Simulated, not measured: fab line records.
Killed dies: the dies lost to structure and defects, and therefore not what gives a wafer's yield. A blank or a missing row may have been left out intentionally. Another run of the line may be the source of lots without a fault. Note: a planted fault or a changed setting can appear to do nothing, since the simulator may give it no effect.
Which tool did it? :: flow n5-finfet :: 11 lots with 33 wafers sampled at 5 steps, on a route of 1938 steps

== WHAT EACH GAUGE READ, for each wafer ==
N5_BEOL_M6_CD_MEAS_35: target cd 40 nm, target cd y 28 nm.
lot: L076
measured: day 8 17:10
on: cd-sem-03
cd-nm (nm): 40.3 40.6 40.2

lot: L078
measured: day 9 17:59
on: cd-sem-01
cd-nm (nm): 39.5 39.4 39.8

lot: L079
measured: day 9 23:01
on: cd-sem-02
cd-nm (nm): 39.4 38.7 39.9

lot: L081
measured: day 10 19:00
on: cd-sem-03
cd-nm (nm): 38.8 39.3 37.6

lot: L082
measured: day 10 21:11
on: cd-sem-02
cd-nm (nm): 37.8 39.9 39.1

lot: L084
measured: day 11 08:00
on: cd-sem-03
cd-nm (nm): 39.6 40.3 40.0

lot: L087
measured: day 12 11:14
on: cd-sem-03
cd-nm (nm): 40.4 40.0 39.5

lot: L089
measured: day 12 17:36
on: cd-sem-01
cd-nm (nm): 40.0 40.2 38.8

lot: L091
measured: day 13 01:44
on: cd-sem-03
cd-nm (nm): 40.4 40.3 39.9

lot: L095
measured: day 13 17:23
on: cd-sem-02
cd-nm (nm): 38.8 38.8 40.6

lot: L097
measured: day 14 12:10
on: cd-sem-01
cd-nm (nm): 39.0 40.2 38.6

== EACH LOT AND THE TOOL THAT RAN IT (in order: tool; ch and the chambers of the sampled wafers; start) ==
lot: L076
N5_BEOL_M5_CURE_80: uv-cure-01 ch 2, day 8 06:35
N5_BEOL_M6_CURE_74: uv-cure-03 ch 2, day 8 13:17
N5_BEOL_M6_ETCH_61: rie-diel-06 ch 0,3, day 8 15:28
N5_BEOL_M6_STRIP_67: rie-diel-06 ch 0,3, day 8 15:40

lot: L078
N5_BEOL_M5_CURE_80: uv-cure-02 ch 0, day 9 06:27
N5_BEOL_M6_CURE_74: uv-cure-02 ch 2, day 9 13:22
N5_BEOL_M6_ETCH_61: rie-diel-06 ch 2,3, day 9 15:21
N5_BEOL_M6_STRIP_67: rie-diel-06 ch 2,3, day 9 15:34

lot: L079
N5_BEOL_M5_CURE_80: uv-cure-03 ch 0, day 9 09:27
N5_BEOL_M6_CURE_74: uv-cure-01 ch 1, day 9 17:14
N5_BEOL_M6_ETCH_61: rie-diel-04 ch 0,2,3, day 9 19:08
N5_BEOL_M6_STRIP_67: rie-diel-04 ch 0,2,3, day 9 19:20

lot: L081
N5_BEOL_M5_CURE_80: uv-cure-02 ch 1, day 10 02:48
N5_BEOL_M6_CURE_74: uv-cure-03 ch 2, day 10 10:44
N5_BEOL_M6_ETCH_61: rie-diel-01 ch 0,1, day 10 14:55
N5_BEOL_M6_STRIP_67: rie-diel-01 ch 0,1, day 10 15:07

lot: L082
N5_BEOL_M5_CURE_80: uv-cure-01 ch 1, day 10 10:09
N5_BEOL_M6_CURE_74: uv-cure-03 ch 2, day 10 17:05
N5_BEOL_M6_ETCH_61: rie-diel-01 ch 0,3, day 10 19:35
N5_BEOL_M6_STRIP_67: rie-diel-01 ch 0,3, day 10 19:47

lot: L084
N5_BEOL_M5_CURE_80: uv-cure-03 ch 0, day 10 20:13
N5_BEOL_M6_CURE_74: uv-cure-03 ch 0, day 11 03:03
N5_BEOL_M6_ETCH_61: rie-diel-06 ch 0,1,3, day 11 05:37
N5_BEOL_M6_STRIP_67: rie-diel-06 ch 0,1,3, day 11 05:49

lot: L087
N5_BEOL_M5_CURE_80: uv-cure-03 ch 0, day 11 22:34
N5_BEOL_M6_CURE_74: uv-cure-03 ch 1, day 12 05:19
N5_BEOL_M6_ETCH_61: rie-diel-04 ch 0,2, day 12 07:04
N5_BEOL_M6_STRIP_67: rie-diel-04 ch 0,2, day 12 07:16

lot: L089
N5_BEOL_M5_CURE_80: uv-cure-02 ch 2, day 12 05:32
N5_BEOL_M6_CURE_74: uv-cure-03 ch 0, day 12 12:29
N5_BEOL_M6_ETCH_61: rie-diel-04 ch 1,2, day 12 14:40
N5_BEOL_M6_STRIP_67: rie-diel-04 ch 1,2, day 12 14:52

lot: L091
N5_BEOL_M5_CURE_80: uv-cure-01 ch 1, day 12 11:53
N5_BEOL_M6_CURE_74: uv-cure-03 ch 1, day 12 22:05
N5_BEOL_M6_ETCH_61: rie-diel-06 ch 0,2,3, day 12 23:40
N5_BEOL_M6_STRIP_67: rie-diel-06 ch 0,2,3, day 12 23:52

lot: L095
N5_BEOL_M5_CURE_80: uv-cure-01 ch 2, day 13 06:59
N5_BEOL_M6_CURE_74: uv-cure-03 ch 0, day 13 13:52
N5_BEOL_M6_ETCH_61: rie-diel-01 ch 0,2,3, day 13 15:34
N5_BEOL_M6_STRIP_67: rie-diel-01 ch 0,2,3, day 13 15:46

lot: L097
N5_BEOL_M5_CURE_80: uv-cure-02 ch 0, day 13 23:28
N5_BEOL_M6_CURE_74: uv-cure-03 ch 1, day 14 07:14
N5_BEOL_M6_ETCH_61: rie-diel-01 ch 0,3, day 14 08:51
N5_BEOL_M6_STRIP_67: rie-diel-01 ch 0,3, day 14 09:04
- N5_BEOL_M5_CURE_80: cures SiCOH lowk, time 120 s.
- N5_BEOL_M6_CURE_74: cures SiCOH lowk, time 240 s.
- N5_BEOL_M6_ETCH_61: etches SiARC in CF4, target depth 45.5 nm, time 75.8 s.
- N5_BEOL_M6_STRIP_67: strips in CF4.

== THE ANSWER, worked out from the rows above alone ==
Rule: usual is defined by the lots themselves. Put in order of their means at a reading, lots are off if they are a third of the lots or fewer, leave a main group of 4 or more, and stand apart from it by a gap of 3 or more times the standard deviation of the main group's means; of several such gaps the widest counts. Not used: any main group whose means are identical at the precision the tables above print for the reading. Also off: a lot with no number at a reading for which 4 or more lots have one. Any other lot the step has rows for is counted as sound.
Across all readings shown, no lot is off: no conclusion can be drawn from this.

== WHAT THE SIMULATOR PUT IN ==
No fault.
